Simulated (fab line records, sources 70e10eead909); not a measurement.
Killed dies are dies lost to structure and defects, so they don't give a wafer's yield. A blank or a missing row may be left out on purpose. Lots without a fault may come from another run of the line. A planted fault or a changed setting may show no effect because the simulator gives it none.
fab line records | flow nand_harc
record lots=7 wafers=21 last_day=24
route steps=1159 shown A_SLIT@803 A_SIN_REMOVE@804 A_WL_FILL@809
lots that met no fault: from a run of the same line without faults
start_h: hours from the record's first day to the start of the lot's first wafer shown | wait_h: hours since the lot's step before | " the same as in the row above | L1.1+2: a row that stands for several wafers | - no value, or no start given | * or withheld: withheld | < > ~ a bound
route shown NAME@n: a module of which the file shows steps, and the number in the route of the first | usual: mean/standard deviation of fault-free wafers | same: alike in all rows | chamber/n: place in a boat | sites: the reading at each site | _std_site: their standard deviation | _edge_site: outer sites' mean less inner sites' | radius_mm: how far each site lies from the wafer's centre | mask NAME#n: copy n | behind: the tool/chamber that last shaped the wafer | hold: why the lot was held/for how many hours/how that ended | device: the transistor (n, p or np) that didn't switch | end of line: the same wafers' tests at the end of the route | a step without rows: its recipe alone | killed: dies lost to structure and defects at the first sort, not the wafer's yield | map: a wafer's dies, x killed, . not, _ none there
set.NAME: the setting as run; set.NAME@STEP: as run at that earlier step | model.NAME: the simulator's own value behind a step, which no gauge read
lots at some steps of the route; a table a step, a row a wafer
services: from which hour (start_h, from the record's first day; less than 0 if before it) a tool's chamber was out of use, for how many hours, and why
## steps
# step NHARC_A_SLIT_CD_MEAS_21
# usual cd_nm=289.5/0.95
# columns lot.wafer tool chamber start_h wait_h cd_nm
L554.1 cd_sem-01 - 340.76 - 289.5
L554.3 " - " " 291.5
L554.5 " - " " 291.0
L557.3 cd_sem-02 - 345.55 - 289.6
L557.4 " - " " 288.5
L557.5 " - " " 289.0
L562.1 cd_sem-03 - 383.89 - 289.6
L562.3 " - " " 290.4
L562.5 " - " " 290.4
L568.1 cd_sem-02 - 426.82 - 288.7
L568.2 " - " " 290.3
L568.6 " - " " 288.9
L570.3 cd_sem-02 - 432.93 - 290.6
L570.4 " - " " 290.9
L570.6 " - " " 290.4
L573.2 cd_sem-03 - 452.79 - 291.1
L573.4 " - " " 289.4
L573.6 " - " " 288.7
L574.2 cd_sem-03 - 467.12 - 289.2
L574.3 " - " " 289.1
L574.4 " - " " 289.3
# step NHARC_A_SIN_REMOVE_WET_00
# recipe temp_c=160 time_s=15300 chemistry=H3PO4
# step NHARC_A_SIN_REMOVE_PRECLEAN_01
# recipe time_s=* temp_c=50 bath_age_min=0 chemistry=SC1
# step NHARC_A_SIN_REMOVE_SRD_02
# step NHARC_A_SIN_REMOVE_INSPECT_04
# usual raw_defect_count=292/78
# columns lot.wafer tool chamber start_h wait_h raw_defect_count
L554.1 defect_inspect-01 - 347.32 0.0 289
L554.3 " - " " 260
L554.5 " - " " 296
L557.3 defect_inspect-01 - 353.26 0.0 413
L557.4 " - " " 331
L557.5 " - " " 339
L562.1 defect_inspect-01 - 390.68 0.0 176
L562.3 " - " " 263
L562.5 " - " " 222
L568.1 defect_inspect-02 - 434.53 0.0 292
L568.2 " - " " 342
L568.6 " - " " 244
L570.3 defect_inspect-02 - 440.28 0.0 339
L570.4 " - " " 237
L570.6 " - " " 213
L573.2 defect_inspect-02 - 460.52 0.0 297
L573.4 " - " " 348
L573.6 " - " " 344
L574.2 defect_inspect-02 - 474.79 0.0 440
L574.3 " - " " 394
L574.4 " - " " 297
# step NHARC_A_WL_FILL_ALD_00
# recipe target_thk_a=30 pulse_time_s=3 ald_cycles=30 temp_c=300 material=Al2O3
# usual heater_power_w=466/38 precursor_pulse_height_rel=1.001/0.019
# columns lot.wafer tool chamber start_h wait_h heater_power_w precursor_pulse_height_rel
L554.1 ald_hk-03 0 348.28 1.0 435 1.011
L554.3 " 2 " " 528 0.998
L554.5 " 1 " " 498 0.976
L557.3 ald_hk-04 3 353.33 0.1 424 1.010
L557.4 " 1 " " 470 1.019
L557.5 " 0 " " 435 1.037
L562.3 ald_hk-04 0 390.75 0.1 453 1.011
L562.1 " 1 " " 483 1.020
L562.5 " 1 " " 483 0.978
L568.1 ald_hk-04 1 437.58 3.1 482 1.008
L568.2 " 3 " " 418 0.960
L568.6 " 0 " " 450 1.004
L570.3 ald_hk-03 3 440.68 0.4 419 0.980
L570.4 " 1 " " 498 0.993
L570.6 " 2 " " 548 0.993
L573.2 ald_hk-03 2 460.61 0.1 555 1.002
L573.4 " 0 " " 438 0.995
L573.6 " 1 " " 502 0.956
L574.3 ald_hk-04 2 474.88 0.1 507 0.988
L574.2 " 3 " " 413 1.018
L574.4 " 0 " " 439 0.985
# step NHARC_A_WL_FILL_RTA_01
# recipe temp_c=1000 time_s=5
# usual lamp_power_pct=29.5/0.52 lamp_zone_2_pct=29.5/0.52 wafer_temp_C_max=1005.9/1.4
# same time_s=5
# columns lot.wafer tool chamber start_h wait_h lamp_power_pct lamp_zone_2_pct wafer_temp_C_max
L554.1 rtp_anneal-01 0 348.72 0.4 29.0 29.0 1007.1
L554.3 " 0 " " 29.0 29.0 1008.5
L554.5 " 0 " " 29.0 29.0 1005.1
L557.3 rtp_anneal-01 0 353.65 - 29.0 29.0 1006.4
L557.4 " 0 " " 29.0 29.0 1007.8
L557.5 " 0 " " 29.0 29.0 1007.1
L562.1 rtp_anneal-01 0 391.02 - 29.0 29.0 1006.3
L562.3 " 0 " " 29.1 29.0 1007.6
L562.5 " 0 " " 29.0 29.1 1007.0
L568.1 rtp_anneal-02 0 437.83 - 30.1 30.1 1003.8
L568.2 " 0 " " 30.1 30.1 1003.5
L568.6 " 0 " " 30.1 30.1 1006.0
L570.3 rtp_anneal-01 0 440.98 - 29.0 29.0 1005.6
L570.4 " 0 " " 29.1 29.0 1007.4
L570.6 " 0 " " 29.0 29.0 1009.7
L573.2 rtp_anneal-02 0 460.88 - 30.1 30.1 1005.0
L573.4 " 0 " " 30.0 30.1 1004.2
L573.6 " 0 " " 30.1 30.1 1004.4
L574.2 rtp_anneal-01 0 475.30 - 29.0 29.0 1004.7
L574.3 " 0 " " 29.0 29.1 1007.5
L574.4 " 0 " " 29.0 29.1 1006.5
# step NHARC_A_WL_FILL_ALD_02
# recipe target_thk_a=20 pulse_time_s=3 ald_cycles=100 temp_c=450 material=TiN
# step NHARC_A_WL_FILL_CVD_03
# recipe target_thk_a=400 temp_c=300 pressure_torr=40 wf6_flow_sccm=40 h2_flow_sccm=1600 ar_flow_sccm=1560 time_s=3302 material=W
# usual heater_power_w=449/45 throttle_valve_pct=7.9/0.38
# same time_s=3302
# columns lot.wafer tool chamber start_h wait_h heater_power_w throttle_valve_pct
L554.1 cvd_w-01 1 352.91 3.6 428 7.8
L554.3 " 1 " " 422 7.7
L554.5 " 0 " " 411 7.4
L557.3 cvd_w-02 1 356.83 2.6 418 8.6
L557.4 " 0 " " 530 8.0
L557.5 " 1 " " 415 8.5
L562.1 cvd_w-01 0 394.82 3.2 411 7.6
L562.3 " 1 396.27 4.7 426 7.8
L562.5 " 0 " " 419 7.7
L568.1 cvd_w-02 0 438.56 0.1 525 7.9
L568.2 " 0 " " 518 7.9
L568.6 " 0 443.24 4.7 517 8.1
L570.3 cvd_w-02 0 446.03 4.5 523 7.9
L570.4 " 0 " " 529 7.8
L570.6 " 0 448.81 7.3 518 7.7
L573.2 cvd_w-02 0 471.92 10.5 512 8.1
L573.4 " 1 473.34 11.9 409 8.6
L573.6 " 0 " " 519 8.0
L574.2 cvd_w-02 1 479.37 3.5 414 8.5
L574.3 " 1 " " 421 8.6
L574.4 " 0 " " 516 8.1
# step NHARC_A_WL_FILL_ETCHBACK_04
# recipe target_depth_a=600 time_s=120 chemistry=NF3
# usual chamber_pressure_mTorr=299.99/0.26 drypump_motor_current_A=6.1/0.34 oes_product_au=0.993/0.0085 run_length_s=141.3/0.33
# same time_s=120
# columns lot.wafer tool chamber start_h wait_h chamber_pressure_mTorr drypump_motor_current_A oes_product_au rf_hours_counter_h run_length_s
L554.1 rie_metal-02 1 355.78 2.4 299.73 6.7 0.980 4.0 140.8
L554.3 " 1 " " 299.89 6.7 0.970 - 140.5
L554.5 " 1 " " 300.24 6.7 0.981 - 140.6
L557.3 rie_metal-02 1 359.25 2.0 299.90 6.7 0.981 - 141.1
L557.4 " 0 " " 300.28 6.4 1.003 - 141.2
L557.5 " 0 " " 299.88 6.4 0.997 - 141.5
L562.1 rie_metal-02 1 398.20 2.9 300.09 6.7 0.991 0.0 140.5
L562.3 " 1 " " 300.28 6.7 0.995 - 140.5
L562.5 " 0 " " 300.32 6.4 0.998 - 141.2
L568.2 rie_metal-03 1 444.66 4.2 300.37 5.8 0.993 4.4 141.6
L568.1 " 0 " " 300.18 5.8 0.997 4.4 141.3
L568.6 " 1 " " 300.16 5.8 0.991 - 141.8
L570.4 rie_metal-01 1 450.28 2.4 299.75 6.2 0.995 - 141.5
L570.3 " 0 " " 300.09 6.0 1.006 - 141.4
L570.6 " 1 " " 299.74 6.2 1.006 - 141.6
L573.2 rie_metal-03 1 475.28 2.9 299.98 5.8 0.992 0.1 141.7
L573.4 " 0 " " 300.06 5.8 1.000 - 141.1
L573.6 " 1 " " 300.55 5.8 0.985 - 141.3
L574.2 rie_metal-02 1 482.72 2.9 300.06 6.7 0.994 2.4 140.5
L574.4 " 1 " " 300.19 6.7 0.987 - 140.6
L574.3 " 0 " " 300.06 6.4 0.996 - 141.5
# step NHARC_A_WL_FILL_ETCHBACK_05
# recipe target_depth_a=220 time_s=60 temp_c=40 chemistry=Cl2/BCl3
# usual chamber_pressure_mTorr=10.001/0.0093 drypump_motor_current_A=6.1/0.34 oes_product_au=0.993/0.0091 run_length_s=81.3/0.37
# columns lot.wafer tool chamber start_h wait_h chamber_pressure_mTorr drypump_motor_current_A oes_product_au rf_hours_counter_h run_length_s
L554.1 rie_metal-02 0 355.99 0.2 10.004 6.4 1.009 4.2 55.0
L554.3 " 1 " " 10.006 6.7 0.967 - 81.1
L554.5 " 1 " " 10.006 6.7 0.970 - 80.8
L557.3 rie_metal-02 1 359.45 0.2 10.000 6.7 0.978 - 80.5
L557.4 " 0 " " 10.001 6.4 1.010 - 55.1
L557.5 " 1 " " 9.988 6.7 0.972 - 80.9
L562.1 rie_metal-02 1 398.45 0.2 9.992 6.7 0.993 0.1 80.7
L562.3 " 0 " " 10.011 6.4 0.989 - 55.2
L562.5 " 0 " " 9.998 6.4 1.004 - 55.3
L568.1 rie_metal-03 0 444.91 0.2 10.007 5.8 1.009 4.6 81.5
L568.2 " 1 " " 9.998 5.9 0.988 4.6 82.1
L568.6 " 1 " " 9.998 5.8 1.001 - 81.5
L570.3 rie_metal-01 1 450.48 0.1 10.002 6.1 0.990 - 81.3
L570.4 " 0 " " 10.000 6.0 0.998 - 81.5
L570.6 " 1 " " 9.984 6.2 0.996 - 81.5
L573.2 rie_metal-03 1 475.50 0.2 10.004 5.9 0.994 0.2 81.6
L573.4 " 0 " " 10.016 5.8 1.005 - 81.1
L573.6 " 0 " " 10.002 5.7 0.995 - 81.5
L574.2 rie_metal-02 0 482.98 0.2 10.000 6.4 0.978 2.5 81.3
L574.3 " 1 " " 10.001 6.7 0.989 - 80.7
L574.4 " 0 " " 10.004 6.4 0.980 - 81.2
# step NHARC_A_WL_FILL_STRIP_27
# recipe power_w=1500 temp_c=250 time_s=20 chemistry=N2/H2
# usual drypump_motor_current_A=5.71/0.29 heater_power_w=333/39
# same time_s=20
# columns lot.wafer tool chamber start_h wait_h drypump_motor_current_A heater_power_w rf_hours_counter_h
L554.1 plasma_asher-02 0 356.15 0.2 5.64 408 53
L554.3 " 1 " " 6.23 315 -
L554.5 " 0 " " 5.67 390 -
L557.4 plasma_asher-02 0 359.61 0.1 5.61 411 -
L557.3 " 1 " " 6.22 309 -
L557.5 " 1 " " 6.23 315 -
L562.1 plasma_asher-02 0 398.58 0.1 5.63 411 8
L562.3 " 0 " " 5.62 415 -
L562.5 " 0 " " 5.64 417 -
L568.2 plasma_asher-01 0 445.05 0.1 5.73 306 62
L568.1 " 1 " " 5.40 322 62
L568.6 " 0 " " 5.66 296 -
L570.3 plasma_asher-02 1 450.64 0.1 6.26 322 -
L570.4 " 0 " " 5.62 408 -
L570.6 " 1 " " 6.23 318 -
L573.2 plasma_asher-02 1 475.65 0.1 6.26 323 39
L573.4 " 0 " " 5.63 420 -
L573.6 " 0 " " 5.63 409 -
L574.2 plasma_asher-01 0 483.13 0.1 5.74 304 6
L574.4 " 1 " " 5.41 298 -
L574.3 " 0 " " 5.73 302 -
## services
# columns tool chamber start_h hours kind
ald_hk-03 - 328.43 10.0 pm
rie_metal-01 - 332.00 9.0 pm
plasma_asher-02 - 360.31 9.0 pm
plasma_asher-02 0 360.31 9.0 vent_cycle
plasma_asher-02 1 360.31 9.0 vent_cycle
ald_hk-04 0 367.13 10.0 vent_cycle
ald_hk-04 3 367.13 10.0 vent_cycle
plasma_asher-02 0 369.31 - clean
plasma_asher-02 1 369.31 - clean
cvd_w-02 - 385.49 13.0 pm
cvd_w-02 0 385.49 13.0 vent_cycle
cvd_w-02 1 385.49 13.0 vent_cycle
rie_metal-02 - 388.00 9.0 pm
rie_metal-02 0 388.00 9.0 vent_cycle
rie_metal-02 1 388.00 9.0 vent_cycle
rie_metal-01 1 396.26 25.4 repair
rie_metal-02 0 397.00 - clean
rie_metal-02 1 397.00 - clean
cvd_w-02 0 398.49 - clean
cvd_w-02 1 398.49 - clean
cvd_w-02 1 437.65 24.2 repair
rie_metal-03 - 453.00 9.0 pm
plasma_asher-01 - 453.60 9.0 pm
cvd_w-01 - 479.62 13.0 pm
## key
first_sign step=NHARC_A_WL_FILL_ETCHBACK_05 reading=run_length_s direction=down sigmas=72 usual=* struck=*
effect none on later readings
met_at NHARC_A_WL_FILL_ETCHBACK_05
struck_wafers L554.1,L557.4,L562.3,L562.5
tester_left_out L554,L557,L562
fault kind=process_parameter_drift tool=rie_metal-02 chamber=0 onset_h=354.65 steps=NHARC_A_WL_FILL_ETCHBACK_05 channel=time_s offset=* shape=step end_h=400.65 acts_in=* stated=*
# tester_left_out: of these lots the tester's yield and bins aren't shown, on N5 and GAA mostly nor the transistor test; their killed dies are dies lost to structure and defects alone, not to doping, threshold or leakage, so they don't give the yield
